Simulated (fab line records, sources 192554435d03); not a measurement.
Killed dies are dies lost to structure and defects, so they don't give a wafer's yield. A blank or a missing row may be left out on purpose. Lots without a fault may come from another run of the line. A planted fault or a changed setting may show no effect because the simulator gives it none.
Chamber matching | flow n5_finfet | N5_BEOL_M1_PECVD_72 on pecvd-02: 3 sister chambers
The step deposits SiO2 from TEOS/O2, target thk 16 nm, time 18 s. 6 wafers are shown with their chamber, then 8 later ones without.

WAFERS WITH THEIR CHAMBER
wafer  | chamber | throttle_valve_pct (%) | showerhead_plenum_p_Torr (Torr)
L086.2 | 1       | 23.4                   | 8.77
L086.3 | 1       | 23.4                   | 8.77
L091.1 | 0       | 22.0                   | 8.75
L091.4 | 0       | 22.2                   | 8.75
L091.5 | 2       | 20.6                   | 8.77
L092.2 | 2       | 20.6                   | 8.78

WAFERS WITHOUT THEIR CHAMBER
wafer  | throttle_valve_pct (%) | showerhead_plenum_p_Torr (Torr)
L092.3 | 23.7                   | 8.78
L092.6 | 23.6                   | 8.79
L096.3 | 23.5                   | 8.77
L096.4 | 23.2                   | 8.79
L096.5 | 20.7                   | 8.79
L095.3 | 22.0                   | 8.77
L095.5 | 20.6                   | 8.81
L095.6 | 23.7                   | 8.78

WHICH CHAMBER EACH WENT THROUGH
wafer  | from the rows above | in truth
L092.3 | 1                   | 1
L092.6 | 1                   | 1
L096.3 | 1                   | 1
L096.4 | 1                   | 1
L096.5 | 2                   | 2
L095.3 | 0                   | 0
L095.5 | 2                   | 2
L095.6 | 1                   | 1
Placed correctly: 8 of 8. Can't be placed from these rows: 0. Placed wrongly: 0.
How it was worked out, from the rows above alone: a wafer's distance from a chamber is the root of the sum, over the readings, of the square of ((its reading less the chamber's mean) divided by the reading's scatter). The wafer belongs to the nearest chamber; if the next one is less than 2 further off, it can't be placed. A chamber's mean is the mean of its shown wafers. The scatter: the root of (the sum of the squares of (reading less its chamber's mean) over the shown wafers, divided by (wafers less chambers)).
